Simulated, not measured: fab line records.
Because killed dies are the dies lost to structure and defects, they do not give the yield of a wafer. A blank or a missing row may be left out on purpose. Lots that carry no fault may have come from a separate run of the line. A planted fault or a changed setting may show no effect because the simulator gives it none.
Split-lot experiment | flow n5 finfet | 21 wafers read across 7 lots, on a route 1938 steps long

== SPLIT DETAILS ==
At N5_BEOL_M9_COAT_05 (resist thk 90 nm), the setting spin rpm was moved away from the recipe's 1500 rpm on 5 of the 21 wafers read, by +3.6% to +4.9%. All remaining wafers had this setting at the recipe value.

== FROM THE SPLIT TO THE READING: what the file shows between them, 3 steps ==
- N5_BEOL_M9_EBR_07
- N5_BEOL_M9_SOFTBAKE_06: time 60 s
- N5_BEOL_M9_DESCUM_16: chemistry O2, time 7.9 s

== THE READING ==
CAR-ArF_of_BEOL_M9_COAT_05.thk nm (the simulator's own value, which no gauge read), in nm, at N5_BEOL_M9_ETCH_61 (etches SiARC in CF4, target depth 39 nm, time 65 s). The file gives no usual value for it. Here, 16 wafers ran the recipe; their average is 55.5 nm with a standard deviation of 0.23 nm.

wafer  | tool, chamber at the split | spin rpm as run, rpm | against the recipe | CAR-ArF_of_BEOL_M9_COAT_05.thk nm, nm | against lot-mates on the recipe
L074.1 | litho track-04, 0          | 1500                 | recipe             | 55.2                                  | -
L074.6 | litho track-04, 0          | 1500                 | recipe             | 55.2                                  | -
L074.5 | litho track-04, 0          | 1500                 | recipe             | 55.4                                  | -
L076.4 | litho track-01, 0          | 1573                 | +4.9%              | 53.2                                  | -2.0
L076.5 | litho track-01, 0          | 1573                 | +4.9%              | 53.4                                  | -1.8
L076.6 | litho track-01, 0          | 1500                 | recipe             | 55.2                                  | -
L081.3 | litho track-01, 0          | 1500                 | recipe             | 55.4                                  | -
L081.5 | litho track-01, 0          | 1562                 | +4.1%              | 53.4                                  | -2.0
L081.6 | litho track-01, 0          | 1562                 | +4.1%              | 53.6                                  | -1.8
L086.1 | litho track-02, 0          | 1500                 | recipe             | 55.6                                  | -
L086.3 | litho track-02, 0          | 1554                 | +3.6%              | 54                                    | -1.5
L086.6 | litho track-02, 0          | 1500                 | recipe             | 55.4                                  | -
L089.1 | litho track-02, 0          | 1500                 | recipe             | 55.8                                  | -
L089.2 | litho track-02, 0          | 1500                 | recipe             | 55.8                                  | -
L089.4 | litho track-02, 0          | 1500                 | recipe             | 55.8                                  | -
L090.1 | litho track-02, 0          | 1500                 | recipe             | 55.4                                  | -
L090.3 | litho track-02, 0          | 1500                 | recipe             | 55.4                                  | -
L090.5 | litho track-02, 0          | 1500                 | recipe             | 55.2                                  | -
L091.2 | litho track-02, 0          | 1500                 | recipe             | 55.6                                  | -
L091.4 | litho track-02, 0          | 1500                 | recipe             | 55.8                                  | -
L091.5 | litho track-02, 0          | 1500                 | recipe             | 55.8                                  | -

THE FIT
A straight line over all 21 wafers: CAR-ArF_of_BEOL_M9_COAT_05.thk nm changes by -0.459 nm for each +1% of spin rpm; r = -0.97; the points scatter about the line by 0.23 nm.
The same after taking each lot's own level away (the mean of its wafers on the recipe; 21 wafers): -0.418 nm for each +1%; r = -0.99; scatter 0.11 nm.
Per that fit: largest spin rpm move, reading shift of 2 nm.
Across the lots, their own levels run from 55.20 to 55.80 nm, a range of 2.6 times the standard deviation given above.
The two slopes agree, so the slope changes little with the lot-to-lot level.
Check: with one of the wafers moved furthest among these (+4.9%) left out of the fit, the line predicts -2.05 nm for it against its lot-mates. It came out at -2 nm against them.

== THE WHOLE CHAIN: every reading that the file lists as answering this split, in the file's order ==
step               | what it does                                       | reading                                                                            | change (the file's fit)               | r (the file's)
N5_BEOL_M9_COAT_05 | resist thk 90 nm                                   | CAR-ArF_of_BEOL_M9_COAT_05.thk nm (the simulator's own value, which no gauge read) | -0.428 nm for each +1% of the setting | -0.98
N5_BEOL_M9_ETCH_61 | etches SiARC in CF4, target depth 39 nm, time 65 s | CAR-ArF_of_BEOL_M9_COAT_05.thk nm (the simulator's own value, which no gauge read) | -0.419 nm for each +1% of the setting | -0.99

== THE FILE'S OWN FIT ==
CAR-ArF_of_BEOL_M9_COAT_05.thk nm changes by -0.419 nm for each +1% of spin rpm, r = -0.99.
